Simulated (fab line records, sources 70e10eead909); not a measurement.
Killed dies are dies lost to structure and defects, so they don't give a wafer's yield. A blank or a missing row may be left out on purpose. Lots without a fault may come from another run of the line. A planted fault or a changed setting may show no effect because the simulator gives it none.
Tool commonality check | flow nand_harc | 12 lots, 36 wafers sampled

WHY IT WAS OPENED
At NHARC_P_BONDPAD_THK_MEAS_33 the reading thk_nm is flagged on 2 of 12 lots. Wafers without a fault read 199.4 nm, standard deviation 1.6.
Rule: a lot is flagged when every wafer of it that has a number lies more than 4 standard deviations from that mean, or none has a number. The other lots count as sound.

lot  | measured     | on            | thk_nm (nm), wafer by wafer | flag
L561 | day 6 11:28  | film_metro-01 | 197.7 200.0 199.5           |
L563 | day 6 14:07  | film_metro-02 | 202.1 201.5 199.6           |
L562 | day 6 18:50  | film_metro-01 | 200.2 198.4 200.5           |
L566 | day 7 17:59  | film_metro-02 | 248.9 252.0 253.0           | FLAGGED
L567 | day 7 18:44  | film_metro-02 | 247.8 248.8 250.7           | FLAGGED
L576 | day 10 08:22 | film_metro-02 | 199.4 200.9 200.8           |
L577 | day 10 10:20 | film_metro-02 | 197.1 198.8 199.1           |
L579 | day 10 23:24 | film_metro-02 | 200.2 197.6 199.9           |
L580 | day 11 08:20 | film_metro-02 | 199.2 198.3 198.9           |
L581 | day 11 08:59 | film_metro-02 | 199.3 196.8 197.0           |
L582 | day 11 14:50 | film_metro-02 | 199.6 200.5 200.0           |
L584 | day 11 18:43 | film_metro-02 | 200.1 201.1 198.5           |
The numbers of the flagged lots are 250.2 nm on average: +50.8 nm against the usual, or +32 standard deviations.

WHICH TOOL RAN EACH LOT
The record holds 2 process steps before the reading, out of a route of 1159 steps. In each cell: the tool, then ch and the chambers that the sampled wafers went through, then the start.
lot  | flag    | NHARC_P_M2_PRE_CLEAN_30                 | NHARC_P_BONDPAD_CMP_32
L561 |         | pvd_sputter-03, day 6 11:16 or earlier  | cmp-03 ch 1,2,3, day 6 11:16
L563 |         | pvd_sputter-01, day 6 13:52 or earlier  | cmp-04 ch 0,3, day 6 13:52
L562 |         | pvd_sputter-03, day 6 18:36 or earlier  | cmp-03 ch 0,1,2, day 6 18:36
L566 | FLAGGED | pvd_sputter-02, day 7 17:45 or earlier  | cmp-02 ch 2,3, day 7 17:45
L567 | FLAGGED | pvd_sputter-03, day 7 18:31 or earlier  | cmp-02 ch 0,3, day 7 18:31
L576 |         | pvd_sputter-03, day 10 08:08 or earlier | cmp-02 ch 1,2,3, day 10 08:08
L577 |         | pvd_sputter-01, day 10 10:10 or earlier | cmp-02 ch 0,1,3, day 10 10:10
L579 |         | pvd_sputter-02, day 10 23:09 or earlier | cmp-03 ch 0,1,2, day 10 23:09
L580 |         | pvd_sputter-03, day 11 08:05 or earlier | cmp-02 ch 0,1,3, day 11 08:05
L581 |         | pvd_sputter-02, day 11 08:43 or earlier | cmp-03 ch 1,2,3, day 11 08:43
L582 |         | pvd_sputter-03, day 11 14:38 or earlier | cmp-02 ch 1,2,3, day 11 14:38
L584 |         | pvd_sputter-01, day 11 18:30 or earlier | cmp-03 ch 1,2,3, day 11 18:30
What these steps do:
- NHARC_P_M2_PRE_CLEAN_30: time 30 s.
- NHARC_P_BONDPAD_CMP_32: polishes SiCN, target thk 200 nm.
- NHARC_P_BONDPAD_THK_MEAS_33: measures by ellipsometry.

FLAGGED OVER TOTAL, TOOL BY TOOL (the gauges that took the reading come last)
step                        | tool           | lots run | flagged | share of the flagged lots | sound lots run after its first flagged lot
NHARC_P_M2_PRE_CLEAN_30     | pvd_sputter-01 | 3        | 0       | none                      | -
NHARC_P_M2_PRE_CLEAN_30     | pvd_sputter-02 | 3        | 1       | some                      | 2 (L579,L581)
NHARC_P_M2_PRE_CLEAN_30     | pvd_sputter-03 | 6        | 1       | some                      | 3 (L576,L580,L582)
NHARC_P_BONDPAD_CMP_32      | cmp-02         | 6        | 2       | all                       | 4 (L576,L577,L580,L582)
NHARC_P_BONDPAD_CMP_32      | cmp-03         | 5        | 0       | none                      | -
NHARC_P_BONDPAD_CMP_32      | cmp-04         | 1        | 0       | none                      | -
NHARC_P_BONDPAD_THK_MEAS_33 | film_metro-01  | 2        | 0       | none                      | -
NHARC_P_BONDPAD_THK_MEAS_33 | film_metro-02  | 10       | 2       | all                       | 7 (L576,L577,L579,L580,L581,L582,L584)
NHARC_P_M2_PRE_CLEAN_30 gives no start for some lots, so the hours and the order of its lots are those of NHARC_P_BONDPAD_CMP_32.

WHAT THE TABLE ALLOWS
2 rows of the table ran every flagged lot: cmp-02 at NHARC_P_BONDPAD_CMP_32, film_metro-02 at NHARC_P_BONDPAD_THK_MEAS_33.
- cmp-02 at NHARC_P_BONDPAD_CMP_32: 2 of its 6 lots flagged. Sound lots ran on it after the first flagged one (L576, L577, L580, L582), which a lasting fault on the whole tool wouldn't allow. On the flagged lots its readings are blank where sound lots have values: edge_zone_pressure_frac, motor_current_A.
- film_metro-02 at NHARC_P_BONDPAD_THK_MEAS_33: 2 of its 10 lots flagged. Sound lots ran on it after the first flagged one (L576, L577, L579, L580, L581, L582, L584), which a lasting fault on the whole tool wouldn't allow.
No row of the table ran every flagged lot and no sound lot after the first.

WHAT THE SIMULATOR HAD PUT IN
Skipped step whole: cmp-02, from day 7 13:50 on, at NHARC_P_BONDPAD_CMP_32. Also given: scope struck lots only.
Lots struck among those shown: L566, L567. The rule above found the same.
